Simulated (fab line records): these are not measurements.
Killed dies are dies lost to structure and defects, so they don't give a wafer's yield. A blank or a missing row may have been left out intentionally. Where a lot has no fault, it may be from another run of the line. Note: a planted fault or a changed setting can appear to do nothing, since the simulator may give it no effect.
Which tool was responsible? | flow nand-harc | 7 lots (21 wafers sampled), 1 step of a 1159-step route

WHAT THE GAUGES SHOWED, per wafer
NHARC_A_SLIT_CD_MEAS_21.
lot  | measured     | on        | cd-nm (nm)
L828 | day 14 06:42 | cd-sem-01 | 290.6 291.3 290.9
L834 | day 15 13:15 | cd-sem-02 | 289.9 289.8 291.4
L833 | day 15 15:12 | cd-sem-02 | 289.7 290.3 289.4
L836 | day 16 22:20 | cd-sem-02 | 287.6 289.1 287.8
L841 | day 17 19:31 | cd-sem-03 | 290.6 289.8 291.0
L850 | day 20 04:25 | cd-sem-03 | 291.0 290.4 290.1
L851 | day 20 16:20 | cd-sem-02 | 288.9 288.5 289.5

WHICH TOOL RAN EACH LOT (tool, then ch and the chambers of the sampled wafers, then the start)
The record shows no process step preceding these readings.

THE ANSWER, worked out from the rows above alone
Rule: what is usual is taken from the lots themselves. Put in order of their means at a reading, lots are off if they are a third of the lots or fewer, leave a main group of 4 or more, and stand apart from it by a gap of 3 or more times the standard deviation of the main group's means; of several such gaps the widest counts. A main group is skipped when, at the precision printed for the reading in the tables above, its means are all equal. A lot without any number at a reading at which 4 lots or more have one is off too. All remaining lots with rows at the step are treated as sound.
None of the lots is off at any reading shown; this tells nothing.

WHAT THE SIMULATOR PUT IN
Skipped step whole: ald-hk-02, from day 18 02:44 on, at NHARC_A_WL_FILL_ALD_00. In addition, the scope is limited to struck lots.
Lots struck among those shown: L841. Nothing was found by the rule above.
